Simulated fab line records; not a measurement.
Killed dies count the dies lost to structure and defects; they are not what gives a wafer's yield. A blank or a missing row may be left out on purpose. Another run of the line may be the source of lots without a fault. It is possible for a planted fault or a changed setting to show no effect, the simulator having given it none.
The tool behind it: which one?	flow nandHarc	Sampling: 24 lots, 72 wafers, 6 of 1302 route steps

WHAT THE GAUGES READ, wafer by wafer
Not one reading of a measure or inspect step in the record can be checked against a usual standard deviation.

EACH LOT AND THE TOOL THAT RAN IT (in order: tool; ch and the chambers of the sampled wafers; start)
lot	NHARC_A_STAIRCASE_ETCH_227	NHARC_A_STAIRCASE_ETCH_253	NHARC_A_STAIRCASE_HM_OPEN_457	NHARC_A_STAIRCASE_DESCUM_291	NHARC_A_STAIRCASE_ETCH_294	NHARC_A_STAIRCASE_ALD_415
L075	rieDiel-01 ch 0,3, day 16 18:37 or earlier	rieDiel-04 ch 2,3, day 16 18:37	rieDiel-09 ch 0,3, day 17 04:29 or earlier	rieDiel-04 ch 0,1,3, day 17 04:29	rieDiel-04 ch 1,2,3, day 17 15:32 or earlier	aldHk-02 ch 1,2, day 17 15:32
L074	rieDiel-04 ch 0,2,3, day 16 18:54 or earlier	rieDiel-09 ch 0,2,3, day 16 18:54	rieDiel-09 ch 0,1,3, day 17 10:28 or earlier	rieDiel-09 ch 0,1,3, day 17 10:28	rieDiel-09 ch 1,2,3, day 17 18:49 or earlier	aldHk-02 ch 1,2,3, day 17 18:49
L076	rieDiel-04 ch 0,1,2, day 17 07:16 or earlier	rieDiel-09 ch 0,2, day 17 07:16	rieDiel-01 ch 0,2,3, day 17 19:30 or earlier	rieDiel-04 ch 0,1,3, day 17 19:30	rieDiel-04 ch 0,1,3, day 18 02:35 or earlier	aldHk-02 ch 0,2,3, day 18 02:35
L077	rieDiel-01 ch 1,2,3, day 18 01:49 or earlier	rieDiel-01 ch 2,3, day 18 01:49	rieDiel-09 ch 1,3, day 18 14:47 or earlier	rieDiel-01 ch 1,2, day 18 14:47	rieDiel-01 ch 1,2, day 18 22:52 or earlier	aldHk-04 ch 0,1,3, day 18 22:52
L078	rieDiel-04 ch 0,1,3, day 18 04:39 or earlier	rieDiel-04 ch 0,2,3, day 18 04:39	rieDiel-09 ch 1,2,3, day 18 16:29 or earlier	rieDiel-09 ch 0,2,3, day 18 16:29	rieDiel-09 ch 0,1,2, day 19 02:41 or earlier	aldHk-03 ch 0,1,2, day 19 02:41
L079	rieDiel-01 ch 0,1,3, day 18 05:01 or earlier	rieDiel-04 ch 0,1,3, day 18 05:01	rieDiel-04 ch 0,2,3, day 18 16:59 or earlier	rieDiel-04 ch 1,2,3, day 18 16:59	rieDiel-04 ch 1,2,3, day 19 04:31 or earlier	aldHk-02 ch 1,2,3, day 19 04:31
L080	rieDiel-04 ch 1,2, day 18 20:31 or earlier	rieDiel-01 ch 0,2, day 18 20:31	rieDiel-04 ch 1,3, day 19 10:42 or earlier	rieDiel-09 ch 0,3, day 19 10:42	rieDiel-09 ch 0,2, day 19 18:03 or earlier	aldHk-02 ch 1,3, day 19 18:03
L081	rieDiel-04 ch 1,3, day 19 01:26 or earlier	rieDiel-01 ch 1,3, day 19 01:26	rieDiel-01 ch 0,1, day 19 14:29 or earlier	rieDiel-04 ch 2,3, day 19 14:29	rieDiel-04 ch 0,2, day 19 21:32 or earlier	aldHk-02 ch 2,3, day 19 21:32
L083	rieDiel-09 ch 1,2, day 19 18:14 or earlier	rieDiel-01 ch 0,1, day 19 18:14	rieDiel-01 ch 1,2, day 20 08:03 or earlier	rieDiel-01 ch 0,1,3, day 20 08:03	rieDiel-01 ch 2,3, day 20 17:13 or earlier	aldHk-02 ch 1,3, day 20 17:13
L082	rieDiel-09 ch 0,2,3, day 19 18:04 or earlier	rieDiel-09 ch 0,1,3, day 19 18:04	rieDiel-04 ch 0,2,3, day 20 06:07 or earlier	rieDiel-09 ch 0,1,3, day 20 06:07	rieDiel-09 ch 0,2,3, day 20 14:38 or earlier	aldHk-04 ch 0,2,3, day 20 14:38
L085	rieDiel-01 ch 1,2, day 20 15:24 or earlier	rieDiel-01 ch 0,3, day 20 15:24	rieDiel-04 ch 0,2,3, day 21 01:43 or earlier	rieDiel-01 ch 0,2, day 21 01:43	rieDiel-01 ch 0,1,2, day 21 09:20 or earlier	aldHk-02 ch 0,3, day 21 09:20
L084	rieDiel-01 ch 0,2,3, day 20 19:28 or earlier	rieDiel-09 ch 1,2,3, day 20 19:28	rieDiel-01 ch 0,2, day 21 05:07 or earlier	rieDiel-04 ch 0,1,2, day 21 05:07	rieDiel-04 ch 0,1,2, day 21 15:08 or earlier	aldHk-02 ch 0,2,3, day 21 15:08
L086	rieDiel-04 ch 0,1,3, day 21 05:11 or earlier	rieDiel-09 ch 0,2,3, day 21 05:11	rieDiel-04 ch 0,1,3, day 21 17:15 or earlier	rieDiel-04 ch 2,3, day 21 17:15	rieDiel-04 ch 2,3, day 22 04:58 or earlier	aldHk-04 ch 2,3, day 22 04:58
L087	rieDiel-04 ch 1,2,3, day 22 06:08 or earlier	rieDiel-09 ch 0,1,2, day 22 06:08	rieDiel-01 ch 0,2,3, day 22 16:11 or earlier	rieDiel-04 ch 0,2,3, day 22 16:11	rieDiel-04 ch 0,1,2, day 22 23:11 or earlier	aldHk-04 ch 0,1,3, day 22 23:11
L088	rieDiel-01 ch 1,3, day 22 15:11 or earlier	rieDiel-09 ch 1,3, day 22 15:11	rieDiel-04 ch 0,1,3, day 23 02:24 or earlier	rieDiel-01 ch 1,2, day 23 02:24	rieDiel-01 ch 0,1,3, day 23 09:55 or earlier	aldHk-04 ch 2,3, day 23 09:55
L089	rieDiel-01 ch 0,2,3, day 22 15:21 or earlier	rieDiel-01 ch 2,3, day 22 15:21	rieDiel-09 ch 1,3, day 23 02:34 or earlier	rieDiel-01 ch 1,2, day 23 02:34	rieDiel-01 ch 1,2,3, day 23 11:18 or earlier	aldHk-04 ch 0,2, day 23 11:18
L090	rieDiel-09 ch 1,2, day 23 10:15 or earlier	rieDiel-09 ch 1,2, day 23 10:15	rieDiel-01 ch 1,3, day 23 19:53 or earlier	rieDiel-09 ch 2,3, day 23 19:53	rieDiel-09 ch 0,2,3, day 24 05:16 or earlier	aldHk-02 ch 1,2,3, day 24 05:16
L091	rieDiel-09 ch 1,2,3, day 23 10:50 or earlier	rieDiel-01 ch 0,1,3, day 23 10:50	rieDiel-04 ch 0,1,2, day 23 21:44 or earlier	rieDiel-09 ch 0,2,3, day 23 21:44	rieDiel-09 ch 0,1,2, day 24 07:37 or earlier	aldHk-02 ch 0,1,3, day 24 07:37
L093	rieDiel-09 ch 0,1,3, day 24 12:08 or earlier	rieDiel-09 ch 1,2,3, day 24 12:08	rieDiel-01 ch 0,2,3, day 24 23:58 or earlier	rieDiel-09 ch 1,3, day 24 23:58	rieDiel-09 ch 1,2, day 25 07:25 or earlier	aldHk-02 ch 0,1,2, day 25 07:25
L092	rieDiel-04 ch 1,2,3, day 24 12:38 or earlier	rieDiel-09 ch 0,1,3, day 24 12:38	rieDiel-09 ch 1,3, day 25 00:28 or earlier	rieDiel-01 ch 0,1,2, day 25 00:28	rieDiel-01 ch 0,1,2, day 25 08:44 or earlier	aldHk-03 ch 0,1,2, day 25 08:44
L095	rieDiel-04 ch 1,2,3, day 24 22:35 or earlier	rieDiel-01 ch 1,2,3, day 24 22:35	rieDiel-09 ch 1,3, day 25 12:14 or earlier	rieDiel-01 ch 0,1,2, day 25 12:14	rieDiel-01 ch 0,2,3, day 25 19:57 or earlier	aldHk-03 ch 1,2, day 25 19:57
L094	rieDiel-01 ch 2,3, day 24 23:55 or earlier	rieDiel-04 ch 0,2,3, day 24 23:55	rieDiel-01 ch 0,1,3, day 25 12:49 or earlier	rieDiel-01 ch 0,2, day 25 12:49	rieDiel-01 ch 1,2, day 25 20:34 or earlier	aldHk-02 ch 1,2, day 25 20:34
L096	rieDiel-09 ch 1,2,3, day 25 02:29 or earlier	rieDiel-04 ch 1,2,3, day 25 02:29	rieDiel-04 ch 0,1, day 25 14:11 or earlier	rieDiel-04 ch 1,2,3, day 25 14:11	rieDiel-04 ch 1,2, day 25 21:55 or earlier	aldHk-04 ch 1,2,3, day 25 21:55
L097	rieDiel-01 ch 0,2,3, day 25 19:40 or earlier	rieDiel-01 ch 1,2,3, day 25 19:40	rieDiel-04 ch 0,1,3, day 26 05:10 or earlier	rieDiel-04 ch 0,1,3, day 26 05:10	rieDiel-04 ch 0,1,3, day 26 13:31 or earlier	aldHk-03 ch 1,2,3, day 26 13:31
- NHARC_A_STAIRCASE_ETCH_227: etches the open film in C4F8/O2, target depth 100 nm, time 40.5 s.
- NHARC_A_STAIRCASE_ETCH_253: etches the open film in C4F8/O2, target depth 50 nm, time 20.2 s.
- NHARC_A_STAIRCASE_HM_OPEN_457: chemistry O2/COS.
- NHARC_A_STAIRCASE_DESCUM_291: chemistry O2, time 3 s.
- NHARC_A_STAIRCASE_ETCH_294: etches the open film in C4F8/O2/Ar, target depth 4989 nm, time 1211.6 s.
- NHARC_A_STAIRCASE_ALD_415: deposits SiO2, target thk 30 nm, pulse time 6 s, ald cycles 300.

WHAT THE TOOLS THEMSELVES READ (means of the sampled wafers that have a number; where no wafer has one, the mark that the record gives instead)
NHARC_A_STAIRCASE_ETCH_227.
lot	tool	oesProductAu (a.u.)	rfVppV (V)
L075	rieDiel-01	0.938	891
L074	rieDiel-04	0.955	895
L076	rieDiel-04	0.935	894
L077	rieDiel-01	0.944	899
L078	rieDiel-04	0.947	895
L079	rieDiel-01	0.929	897
L080	rieDiel-04	0.930	887
L081	rieDiel-04	0.942	889
L083	rieDiel-09	0.955	892
L082	rieDiel-09	0.937	894
L085	rieDiel-01	0.946	897
L084	rieDiel-01	0.945	899
L086	rieDiel-04	0.950	895
L087	rieDiel-04	0.943	889
L088	rieDiel-01	0.932	895
L089	rieDiel-01	0.926	898
L090	rieDiel-09	0.937	892
L091	rieDiel-09	0.956	897
L093	rieDiel-09	0.927	904
L092	rieDiel-04	0.951	896
L095	rieDiel-04	0.942	896
L094	rieDiel-01	0.936	902
L096	rieDiel-09	0.947	897
L097	rieDiel-01	0.943	898

NHARC_A_STAIRCASE_ETCH_253.
lot	tool	oesProductAu (a.u.)	rfVppV (V)
L075	rieDiel-04	0.964	890
L074	rieDiel-09	0.923	893
L076	rieDiel-09	0.940	887
L077	rieDiel-01	0.967	902
L078	rieDiel-04	0.953	895
L079	rieDiel-04	0.966	894
L080	rieDiel-01	0.968	895
L081	rieDiel-01	0.970	896
L083	rieDiel-01	0.931	892
L082	rieDiel-09	0.957	897
L085	rieDiel-01	0.927	896
L084	rieDiel-09	0.973	898
L086	rieDiel-09	0.960	893
L087	rieDiel-09	0.939	898
L088	rieDiel-09	0.976	903
L089	rieDiel-01	0.981	903
L090	rieDiel-09	0.962	892
L091	rieDiel-01	0.964	896
L093	rieDiel-09	0.946	897
L092	rieDiel-09	0.957	902
L095	rieDiel-01	0.966	898
L094	rieDiel-04	0.944	894
L096	rieDiel-04	0.973	895
L097	rieDiel-01	0.944	898

NHARC_A_STAIRCASE_HM_OPEN_457.
lot	tool	drypumpMotorCurrentA (A)	oesProductAu (a.u.)	rfVppV (V)	showerheadPlenumPTorr (Torr)	throttleValvePct (%)
L075	rieDiel-09	5.8	0.990	465	3.05	28.326
L074	rieDiel-09	5.8	1.006	468	3.17	28.329
L076	rieDiel-01	6.0	1.005	469	3.20	28.327
L077	rieDiel-09	5.8	0.998	470	3.29	28.330
L078	rieDiel-09	5.8	0.993	468	3.18	28.325
L079	rieDiel-04	5.5	0.997	467	3.10	28.329
L080	rieDiel-04	5.3	1.005	465	3.00	28.332
L081	rieDiel-01	5.7	0.999	465	3.01	28.331
L083	rieDiel-01	5.8	0.998	465	3.06	28.332
L082	rieDiel-04	5.5	0.999	466	3.10	28.325
L085	rieDiel-04	5.5	1.007	467	3.09	28.332
L084	rieDiel-01	5.6	1.006	466	3.08	28.349
L086	rieDiel-04	5.4	1.001	466	3.08	28.323
L087	rieDiel-01	6.0	1.003	468	3.19	28.323
L088	rieDiel-04	5.4	1.008	466	3.07	28.334
L089	rieDiel-09	5.8	1.000	471	3.27	28.334
L090	rieDiel-01	6.5	1.003	469	3.23	28.329
L091	rieDiel-04	5.4	1.003	469	3.19	28.337
L093	rieDiel-01	6.0	0.995	469	3.18	28.325
L092	rieDiel-09	5.7	1.002	471	3.29	28.327
L095	rieDiel-09	5.7	1.001	471	3.29	28.335
L094	rieDiel-01	6.0	0.992	466	3.11	28.335
L096	rieDiel-04	5.2	1.000	472	3.34	28.338
L097	rieDiel-04	5.4	0.998	470	3.22	28.329

NHARC_A_STAIRCASE_DESCUM_291.
lot	tool	drypumpMotorCurrentA (A)	oesProductAu (a.u.)	rfVppV (V)	showerheadPlenumPTorr (Torr)	throttleValvePct (%)
L075	rieDiel-04	5.4	1.000	57.9	1.90	11.308
L074	rieDiel-09	5.8	0.990	58.2	1.94	11.307
L076	rieDiel-04	5.4	1.006	57.6	1.89	11.306
L077	rieDiel-01	5.8	1.001	57.1	1.88	11.310
L078	rieDiel-09	5.8	1.001	57.6	1.87	11.313
L079	rieDiel-04	5.3	1.002	57.9	1.81	11.307
L080	rieDiel-09	5.7	0.999	58.2	1.96	11.309
L081	rieDiel-04	5.5	1.001	58.1	1.84	11.305
L083	rieDiel-01	6.0	0.997	57.2	1.92	11.310
L082	rieDiel-09	5.7	0.997	57.9	1.94	11.308
L085	rieDiel-01	5.6	0.998	57.7	1.89	11.309
L084	rieDiel-04	5.4	0.994	57.0	1.86	11.310
L086	rieDiel-04	5.4	1.000	58.4	1.83	11.310
L087	rieDiel-04	5.5	0.990	57.4	1.89	11.309
L088	rieDiel-01	5.8	1.006	56.7	1.91	11.312
L089	rieDiel-01	5.8	1.001	57.7	1.91	11.314
L090	rieDiel-09	5.7	1.010	57.9	1.96	11.318
L091	rieDiel-09	5.8	0.993	57.8	1.97	11.315
L093	rieDiel-09	5.7	0.998	58.1	2.03	11.312
L092	rieDiel-01	5.7	1.001	58.5	1.87	11.305
L095	rieDiel-01	5.7	0.998	57.4	1.87	11.314
L094	rieDiel-01	5.5	1.002	58.0	1.88	11.308
L096	rieDiel-04	5.3	1.002	58.5	1.90	11.312
L097	rieDiel-04	5.4	1.008	57.8	1.98	11.311

NHARC_A_STAIRCASE_ETCH_294.
lot	tool	oesProductAu (a.u.)	rfVppV (V)
L075	rieDiel-04	0.929	1814
L074	rieDiel-09	0.926	1831
L076	rieDiel-04	0.930	1825
L077	rieDiel-01	0.926	1823
L078	rieDiel-09	0.931	1819
L079	rieDiel-04	0.934	1813
L080	rieDiel-09	0.934	1809
L081	rieDiel-04	0.928	1832
L083	rieDiel-01	0.934	1838
L082	rieDiel-09	0.924	1821
L085	rieDiel-01	0.945	1822
L084	rieDiel-04	0.939	1820
L086	rieDiel-04	0.943	1817
L087	rieDiel-04	0.928	1819
L088	rieDiel-01	0.932	1826
L089	rieDiel-01	0.932	1830
L090	rieDiel-09	0.937	1834
L091	rieDiel-09	0.936	1830
L093	rieDiel-09	0.926	1826
L092	rieDiel-01	0.947	1821
L095	rieDiel-01	0.947	1831
L094	rieDiel-01	0.924	1820
L096	rieDiel-04	0.925	1834
L097	rieDiel-04	0.931	1834

NHARC_A_STAIRCASE_ALD_415.
lot	tool	heaterPowerW (W)	precursorPulseHeightRel
L075	aldHk-02	453	1.031
L074	aldHk-02	470	1.006
L076	aldHk-02	465	0.997
L077	aldHk-04	465	0.993
L078	aldHk-03	483	1.007
L079	aldHk-02	463	1.005
L080	aldHk-02	498	0.994
L081	aldHk-02	443	0.998
L083	aldHk-02	495	1.009
L082	aldHk-04	485	0.990
L085	aldHk-02	494	0.993
L084	aldHk-02	465	1.006
L086	aldHk-04	512	0.994
L087	aldHk-04	460	1.008
L088	aldHk-04	477	1.017
L089	aldHk-04	519	1.009
L090	aldHk-02	445	0.986
L091	aldHk-02	475	1.007
L093	aldHk-02	448	1.013
L092	aldHk-03	470	0.983
L095	aldHk-03	466	0.995
L094	aldHk-02	445	0.993
L096	aldHk-04	483	1.014
L097	aldHk-03	464	1.004

THE ANSWER, worked out from the rows above alone
Rule: what is usual is taken from the lots themselves. Put in order of their means at a reading, lots are off if they are a third of the lots or fewer, leave a main group of 4 or more, and stand apart from it by a gap of 3 or more times the standard deviation of the main group's means; of several such gaps the widest counts. If all means in a main group match to the digits the tables above print for the reading, that group is not used. A lot without any number at a reading at which 4 lots or more have one is off too. All remaining lots with rows at the step are treated as sound. After the gauges, taken in route order, come the tools' own readings; for these a lot's mean is taken, as printed above. At the first step where some lot is off, the reading lying furthest off is the one used; lots without a number count as furthest.
No lot is off at any reading shown: from this, nothing can be told.

WHAT THE SIMULATOR PUT IN
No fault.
